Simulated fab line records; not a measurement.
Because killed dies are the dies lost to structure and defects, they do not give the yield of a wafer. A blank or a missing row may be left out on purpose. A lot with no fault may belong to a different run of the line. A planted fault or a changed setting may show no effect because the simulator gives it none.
A struck lot beside a sound one || flow nand_harc || 15 out of 1159 route steps
Sound: wafers L589.2, L589.5, L589.6. Struck: wafer L577.4. (L577.2, L577.5 of the same lot were not struck and are left out.) The cause comes at the end.
Per side, at each step with rows, come the tool, then ch with its chambers, and then its first start. Under that, the readings that differ: sound wafers || struck wafers || difference of the means || sigmas: that difference in standard deviations of wafers without a fault.
alike: words and numbers the same on both sides, and readings whose means are apart by under 2 such deviations; not compared: readings that were withheld, readings missing a value for some wafer, numbers with overlapping values and no deviation given by the record, and bounds like >300 which may hide the same value.
Wherever a step has rows on one side only, a row that says differs or no value, or a row with sigmas, the two part there. When numbers do not overlap yet have no deviation, they are printed without sigmas and do not part them. A reading missing from all wafers of one side parts the sides only when that side holds two or more wafers.

first, 1 step without rows for these wafers: NHARC_A_CONTACT_ETCH_112 (etches the open film in C4F8/O2/Ar, time 94 s, target depth 922 nm).
NHARC_A_CONTACT_ETCH_113: etches the open film in C4F8/O2/Ar, time 94 s, target depth 922 nm.
  sound on har_cap_etch-03 ch 0,1, day 21 22:57; struck on har_cap_etch-01 ch 0, day 19 10:32
  not compared: rf_hours_counter_h
NHARC_A_CONTACT_ETCH_114: etches the open film in C4F8/O2/Ar, time 94 s, target depth 922 nm.
  sound on har_cap_etch-03 ch 0,1, day 21 23:02; struck on har_cap_etch-01 ch 0, day 19 10:38
  not compared: rf_hours_counter_h
then, 2 steps without rows for these wafers: NHARC_A_CONTACT_ETCH_115 (etches the open film in C4F8/O2/Ar, time 94 s, target depth 922 nm); NHARC_A_CONTACT_ETCH_116 (etches the open film in C4F8/O2/Ar, time 94 s, target depth 922 nm).
NHARC_A_CONTACT_ETCH_117: etches the open film in C4F8/O2/Ar, time 94 s, target depth 922 nm.
  sound on har_cap_etch-03 ch 0,1, day 21 23:19; struck on har_cap_etch-01 ch 0, day 19 10:55
  not compared: rf_hours_counter_h
then, 2 steps without rows for these wafers: NHARC_A_CONTACT_ETCH_118 (etches the open film in C4F8/O2/Ar, time 94 s, target depth 922 nm); NHARC_A_CONTACT_ETCH_119 (etches the open film in C4F8/O2/Ar, time 94 s, target depth 922 nm).
NHARC_A_CONTACT_ETCH_120: etches the open film in C4F8/O2/Ar, time 94 s, target depth 922 nm.
  sound on har_cap_etch-03 ch 0,1, day 21 23:35; struck on har_cap_etch-01 ch 0, day 19 11:11
  not compared: rf_hours_counter_h
then, 1 step without rows for these wafers: NHARC_A_CONTACT_ETCH_121 (etches the open film in C4F8/O2/Ar, time 94 s, target depth 922 nm).
NHARC_A_CONTACT_ETCH_122: etches the open film in C4F8/O2/Ar, time 95 s, target depth 930 nm.
  sound on har_cap_etch-03 ch 0,1, day 21 23:46; struck on har_cap_etch-01 ch 0, day 19 11:22
  not compared: rf_hours_counter_h
then, 1 step without rows for these wafers: NHARC_A_CONTACT_ETCH_123 (etches the open film in C4F8/O2/Ar, time 253 s, target depth 1090 nm).
NHARC_A_CONTACT_ETCH_90: etches the open film in CH3F/O2, target depth 40 nm, time 85.7 s.
  sound on rie_diel-05 ch 0,1,2, day 22 00:28; struck on rie_diel-05 ch 3, day 19 12:05
{"reading": "oes_product_au (a.u.)", "sound": "0.92 0.92 0.93", "struck": 0.74, "difference": -0.18, "sigmas": -5}
  alike: drypump_motor_current_A, rf_vpp_V, showerhead_plenum_p_Torr, throttle_valve_pct
  not compared: rf_hours_counter_h
then, 2 steps without rows for these wafers: NHARC_A_CONTACT_ETCH_96 (etches the open film in C4F6/O2, target depth 20 nm, time 10 s); NHARC_END_SORT_01.

== WHERE THEY PART ==
NHARC_A_CONTACT_ETCH_90 only, going by this record.

WHY: whatever the simulator had introduced
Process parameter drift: rie_diel-05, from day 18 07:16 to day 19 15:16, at NHARC_A_CONTACT_ETCH_90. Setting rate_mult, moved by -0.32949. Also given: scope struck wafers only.
